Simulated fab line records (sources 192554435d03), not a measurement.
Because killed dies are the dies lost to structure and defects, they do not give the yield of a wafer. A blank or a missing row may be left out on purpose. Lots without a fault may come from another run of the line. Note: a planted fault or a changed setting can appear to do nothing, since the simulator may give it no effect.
Which tool did it? | flow n5 finfet | 12 lots with 36 wafers sampled at 3 steps, on a route of 1938 steps

== WHAT THE GAUGES READ, wafer by wafer ==
N5_HKMG_FIN_OVL_MEAS_13. Usual: NWFM_OVL 0.3 nm, standard deviation 0.76.
lot  | measured    | on         | NWFM_OVL (nm)  | flag
L519 | day 4 02:31 | overlay-01 | 0.7 0.9 0.6    |
L520 | day 4 10:53 | overlay-02 | 1.5 0.9 0.6    |
L521 | day 4 16:49 | overlay-01 | 1.1 0.5 -0.4   |
L525 | day 5 16:45 | overlay-01 | 0.4 1.3 1.4    |
L531 | day 7 06:29 | overlay-01 | 0.2 -0.1 -0.1  |
L532 | day 7 09:07 | overlay-01 | 0.0 -0.3 -0.3  |
L534 | day 7 19:35 | overlay-02 | -0.2 0.0 -0.9  |
L536 | day 8 08:01 | overlay-01 | 0.8 -0.3 0.5   |
L537 | day 8 14:47 | overlay-02 | 0.5 0.3 0.7    |
L538 | day 8 20:31 | overlay-01 | -0.2 -0.7 -1.4 |
L539 | day 9 03:43 | overlay-01 | 0.4 0.1 0.0    |
L540 | day 9 07:29 | overlay-01 | 0.2 0.1 0.3    |

== TOOL THAT RAN EACH LOT (tool first, then ch and the chambers of the sampled wafers, then the start) ==
lot  | N5_HKMG_FIN_STRIP_60                | N5_HKMG_FIN_COAT_06
L519 | plasma asher-02 ch 0,1, day 4 00:11 | litho track-05 ch 0, day 4 02:15
L520 | plasma asher-02 ch 0,1, day 4 08:24 | litho track-05 ch 0, day 4 10:29
L521 | plasma asher-02 ch 0, day 4 14:23   | litho track-05 ch 0, day 4 16:26
L525 | plasma asher-01 ch 0,1, day 5 14:26 | litho track-05 ch 0, day 5 16:29
L531 | plasma asher-02 ch 0,1, day 7 03:50 | litho track-03 ch 0, day 7 06:05
L532 | plasma asher-01 ch 0,1, day 7 06:50 | litho track-03 ch 0, day 7 08:51
L534 | plasma asher-01 ch 0,1, day 7 17:11 | litho track-03 ch 0, day 7 19:20
L536 | plasma asher-01 ch 0,1, day 8 05:11 | litho track-03 ch 0, day 8 07:38
L537 | plasma asher-02 ch 0,1, day 8 12:20 | litho track-03 ch 0, day 8 14:24
L538 | plasma asher-02 ch 0,1, day 8 18:09 | litho track-02 ch 0, day 8 20:14
L539 | plasma asher-01 ch 0,1, day 9 01:29 | litho track-02 ch 0, day 9 03:27
L540 | plasma asher-01 ch 0,1, day 9 05:07 | litho track-05 ch 0, day 9 07:13
- N5_HKMG_FIN_STRIP_60: strips in N2/H2, time 360 s.
- N5_HKMG_FIN_COAT_06: resist thk 90 nm.

== WHAT THE TOOLS THEMSELVES READ (means of the sampled wafers that have a number; where no wafer has one, the mark that the record gives instead) ==
N5_HKMG_FIN_STRIP_60. Usual: drypump motor current A 6.08 A, standard deviation 0.12; h2 flow sccm 3250 sccm, standard deviation 9.9; heater power w 444 W, standard deviation 44.
lot  | tool            | drypump motor current A (A) | h2 flow sccm (sccm) | heater power w (W) | flag
L519 | plasma asher-02 | 6.11                        | 3242                | 450                |
L520 | plasma asher-02 | 6.06                        | 3250                | 426                |
L521 | plasma asher-02 | 6.05                        | 3245                | 408                |
L525 | plasma asher-01 | 6.17                        | 3241                | 440                |
L531 | plasma asher-02 | 6.09                        | 3244                | 446                |
L532 | plasma asher-01 | 6.13                        | 3251                | 437                |
L534 | plasma asher-01 | 6.15                        | 3250                | 435                |
L536 | plasma asher-01 | 6.16                        | 3256                | 437                |
L537 | plasma asher-02 | 6.08                        | 3256                | 422                |
L538 | plasma asher-02 | 6.10                        | 3257                | 453                |
L539 | plasma asher-01 | 6.15                        | 3247                | 436                |
L540 | plasma asher-01 | 6.04                        | 3245                | 463                |

N5_HKMG_FIN_COAT_06. Usual: spin speed rpm reads 1499.8 rpm (standard deviation 0.87).
lot  | tool           | spin speed rpm (rpm) | flag
L519 | litho track-05 | 1500.1               |
L520 | litho track-05 | 1499.6               |
L521 | litho track-05 | 1191.2               | OFF
L525 | litho track-05 | 1191.5               | OFF
L531 | litho track-03 | 1499.4               |
L532 | litho track-03 | 1500.0               |
L534 | litho track-03 | 1500.1               |
L536 | litho track-03 | 1499.6               |
L537 | litho track-03 | 1498.8               |
L538 | litho track-02 | 1500.5               |
L539 | litho track-02 | 1499.7               |
L540 | litho track-05 | 1499.9               |

== THE ANSWER, worked out from the rows above alone ==
Rule: a lot counts as off when the mean over its wafers that have a number is more than 3 standard deviations away from the usual mean. Also off: a lot with no number at a reading for which 4 or more lots have one. The other lots that the step has rows for count as sound. First the gauges in route order, then the tools' own readings, where a lot's mean is used as printed above. At the first step where some lot is off, the reading lying furthest off is the one used; lots without a number count as furthest.
Off: L521, L525, at N5_HKMG_FIN_COAT_06 (spin speed rpm).
A tool fits if, at that step or a process step before it, it ran every lot that is off, and no sound lot after the first of them. No candidate that was tried fits.

== WHAT THE SIMULATOR HAD PUT IN ==
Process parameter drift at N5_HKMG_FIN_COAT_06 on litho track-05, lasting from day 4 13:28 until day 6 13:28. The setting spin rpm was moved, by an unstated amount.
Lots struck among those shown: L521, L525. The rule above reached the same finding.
